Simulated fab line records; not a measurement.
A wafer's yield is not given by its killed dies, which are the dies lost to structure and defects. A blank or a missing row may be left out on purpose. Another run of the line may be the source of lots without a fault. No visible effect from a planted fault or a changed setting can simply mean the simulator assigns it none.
One fault through the eyes of 3 desks    flow nand-harc    each desk has only its own numbers; what lay behind them comes last

== THE TOOL OWNER'S DESK: rie-diel-11 ==
The tool's own readings at NHARC_A_CONTACT_ETCH_106 (etches the open film in CF4/O2, target depth 60 nm, overetch 6 nm, time 33 s): means of the sampled wafers that have a number, for each lot that ran on this tool. Marked OUT: a lot whose mean sits more than 4 standard deviations from the usual mean, which makes it out of limits; the brackets give that distance.
Columns: A = drypump-motor-current-A at NHARC_A_CONTACT_ETCH_106, usual 6.0 A; B = oes-product-au at NHARC_A_CONTACT_ETCH_106, usual 1.001 a.u.; C = rf-vpp-V at NHARC_A_CONTACT_ETCH_106, usual 197.7 V; D = showerhead-plenum-p-Torr at NHARC_A_CONTACT_ETCH_106, usual 1.33 Torr; E = throttle-valve-pct at NHARC_A_CONTACT_ETCH_106, usual 13.397 %
lot   first seen here  A    B      C      D     E
L928  day 18 09:53     6.1  1.005  197.5  1.36  13.398
L933  day 19 12:16     6.1  1.021  198.3  1.36  13.399
L942  day 21 22:41     5.9  0.962  196.6  1.31  13.398
Result from this desk: across the 3 lots, nothing is out of limits.

== THE METROLOGY DESK ==
What the gauges read for every lot (on any tool): the sampled wafers with a number, averaged. Marked OUT: a lot whose mean sits more than 4 standard deviations from the usual mean, which makes it out of limits; the brackets give that distance.
Columns: A = cd-nm at NHARC_A_CONTACT_CD_MEAS_80, usual 189.4 nm
lot   first seen here  A
L922  day 16 13:22     189.5
L925  day 17 02:17     189.7
L923  day 17 02:46     189.8
L926  day 17 17:31     189.3
L924  day 17 21:14     189.6
L927  day 18 07:56     187.3
L928  day 18 09:33     190.1
L929  day 18 14:26     190.5
L930  day 19 00:35     186.8
L933  day 19 10:20     189.6
L934  day 19 22:50     189.6
L942  day 21 22:11     189.9
L945  day 22 01:38     188.6
Result from this desk: across the 13 lots, nothing is out of limits.

== THE DEFECT DESK ==
Counts from the inspections along the route, per lot, as means over the sampled wafers that have a number. Marked OUT: a lot whose mean sits more than 4 standard deviations from the usual mean, which makes it out of limits; the brackets give that distance.
Columns: A = raw-defect-count at NHARC_A_CONTACT_INSPECT_71, usual 28
lot   first seen here  A
L922  day 16 10:02     18
L925  day 16 22:06     8
L923  day 16 22:40     35
L926  day 17 13:32     40
L924  day 17 15:53     18
L927  day 18 04:34     23
L928  day 18 06:14     31
L929  day 18 11:05     7
L930  day 18 21:07     21
L933  day 19 07:02     12
L934  day 19 19:32     27
L942  day 21 18:45     25
L945  day 21 22:08     42
Result from this desk: across the 13 lots, nothing is out of limits.

== ALL TOGETHER ==
Nothing out of limits was seen by the tool owner's desk.
Metrology desk: nothing out of limits seen.
No out-of-limits result turned up at the defect desk.

== WHAT THE SIMULATOR PUT IN ==
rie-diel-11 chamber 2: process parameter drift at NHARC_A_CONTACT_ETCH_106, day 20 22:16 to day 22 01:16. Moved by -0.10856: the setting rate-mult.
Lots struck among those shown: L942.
